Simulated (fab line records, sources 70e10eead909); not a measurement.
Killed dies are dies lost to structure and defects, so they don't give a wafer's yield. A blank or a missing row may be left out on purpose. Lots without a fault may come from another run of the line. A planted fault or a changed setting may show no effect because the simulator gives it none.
Which tool did it? | flow nand_harc | 6 lots, 18 wafers sampled, at 4 steps of a route of 1159

WHAT THE GAUGES READ, wafer by wafer
NHARC_END_SORT_01.
lot  | measured     | on        | killed_at_other
L914 | day 20 16:23 | prober-01 | 1 0 0
L915 | day 20 17:25 | prober-02 | 0 1 1
L918 | day 22 00:25 | prober-01 | 3 1 0
L925 | day 23 18:58 | prober-01 | 1 0 1
L928 | day 24 09:53 | prober-02 | 0 0 0
L932 | day 24 17:35 | prober-02 | 0 0 0

WHICH TOOL RAN EACH LOT (tool, then ch and the chambers of the sampled wafers, then the start)
lot  | NHARC_A_SGD_CUT_ETCH_59            | NHARC_THIN_TSV_DEP_43           | NHARC_THIN_TSV_PRE_CLEAN_50
L914 | rie_diel-12 ch 0,2,3, day 14 11:02 | pecvd-03 ch 1,2, day 19 07:25   | pvd_sputter-03, day 20 16:23 or earlier
L915 | rie_diel-12 ch 0,2,3, day 14 20:34 | pecvd-02 ch 0,1,2, day 19 11:33 | pvd_sputter-01, day 20 17:25 or earlier
L918 | rie_diel-12 ch 0,3, day 16 09:24   | pecvd-02 ch 1,2, day 21 05:03   | pvd_sputter-01, day 22 00:25 or earlier
L925 | rie_diel-02 ch 0,1,2, day 17 23:42 | pecvd-02 ch 0,1,2, day 23 03:29 | pvd_sputter-03, day 23 18:58 or earlier
L928 | rie_diel-02 ch 0,2,3, day 18 16:04 | pecvd-01 ch 1,2, day 23 15:54   | pvd_sputter-01, day 24 09:53 or earlier
L932 | rie_diel-12 ch 1,2,3, day 19 13:44 | pecvd-02 ch 0,1,2, day 23 23:01 | pvd_sputter-03, day 24 17:35 or earlier
- NHARC_A_SGD_CUT_ETCH_59: etches the open film in N2/H2, target depth 260 nm, time 406.25 s.
- NHARC_THIN_TSV_DEP_43: deposits SiO2, target thk 1328.5 nm.
- NHARC_THIN_TSV_PRE_CLEAN_50: time 30 s.

THE ANSWER, worked out from the rows above alone
Rule: what is usual is taken from the lots themselves. Put in order of their means at a reading, lots are off if they are a third of the lots or fewer, leave a main group of 4 or more, and stand apart from it by a gap of 3 or more times the standard deviation of the main group's means; of several such gaps the widest counts. A main group whose means are all the same, to the digits that the tables above print for the reading, isn't used. A lot without any number at a reading at which 4 lots or more have one is off too. The other lots that the step has rows for count as sound.
No lot is off at any reading shown: from this, nothing can be told.

WHAT THE SIMULATOR HAD PUT IN
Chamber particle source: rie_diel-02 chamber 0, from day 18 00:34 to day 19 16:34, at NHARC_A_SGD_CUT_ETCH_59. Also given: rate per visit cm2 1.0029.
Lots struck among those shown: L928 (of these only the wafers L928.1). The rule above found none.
